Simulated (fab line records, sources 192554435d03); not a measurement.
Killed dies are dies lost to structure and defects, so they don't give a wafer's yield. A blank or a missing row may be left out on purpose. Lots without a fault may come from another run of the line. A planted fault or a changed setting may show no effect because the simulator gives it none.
Chamber matching | flow n5_finfet | N5_BEOL_M6_ILD_DEP_00 on pecvd-04: 3 sister chambers
The step deposits SiCOH lowk from DEMS/porogen, target thk 179.75 nm, time 33.4 s. 14 wafers are shown with their chamber, then 7 later ones without.

WAFERS WITH THEIR CHAMBER
wafer  | chamber | showerhead_plenum_p_Torr (Torr) | heater_power_w (W) | heater_power_outer_w (W)
L421.2 | 0       | 5.749                           | 270                | 121
L421.4 | 2       | 5.770                           | 273                | 130
L421.6 | 1       | 5.745                           | 271                | 100
L420.2 | 0       | 5.744                           | 269                | 115
L420.3 | 2       | 5.761                           | 268                | 120
L420.4 | 2       | 5.754                           | 274                | 126
L424.1 | 1       | 5.721                           | 287                | 114
L424.4 | 1       | 5.736                           | 293                | 118
L424.6 | 0       | 5.746                           | 263                | 113
L426.2 | 2       | 5.774                           | 310                | 155
L426.4 | 2       | 5.766                           | 313                | 157
L426.6 | 1       | 5.744                           | 313                | 138
L438.1 | 2       | 5.776                           | 288                | 133
L438.3 | 0       | 5.753                           | 235                | 77

SIGNATURES (means of the wafers above)
reading                  | chamber 0 | chamber 1 | chamber 2 | scatter within a chamber
showerhead_plenum_p_Torr | 5.74800   | 5.73650   | 5.76683   | 0.00831
heater_power_w           | 259.25    | 291.00    | 287.67    | 18.2
heater_power_outer_w     | 106.50    | 117.50    | 136.83    | 16.9
Rule: a wafer's distance from a chamber is the root of the sum, over the readings, of the square of ((its reading less the chamber's mean) divided by the reading's scatter). The wafer belongs to the nearest chamber; if the next one is less than 2 further off, it can't be placed. The scatter: the root of (the sum of the squares of (reading less its chamber's mean) over the shown wafers, divided by (wafers less chambers)).

WAFERS WITHOUT THEIR CHAMBER
wafer  | showerhead_plenum_p_Torr (Torr) | heater_power_w (W) | heater_power_outer_w (W)
L438.5 | 5.757                           | 230                | 85
L439.1 | 5.772                           | 321                | 163
L439.2 | 5.717                           | 289                | 114
L439.5 | 5.734                           | 298                | 114
L442.2 | 5.763                           | 296                | 144
L442.3 | 5.743                           | 233                | 77
L442.4 | 5.747                           | 301                | 148

WHICH CHAMBER EACH WENT THROUGH
wafer  | from the rows above          | in truth
L438.5 | 0                            | 0
L439.1 | 2                            | 2
L439.2 | can't be placed: 1 or 0      | 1
L439.5 | 1                            | 1
L442.2 | 2                            | 2
L442.3 | can't be placed: 0 or 1      | 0
L442.4 | can't be placed: 1 or 2 or 0 | 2
Placed correctly: 4 of 7. Can't be placed from these rows: 3 (the true chamber is among the candidates in 3). Placed wrongly: 0.
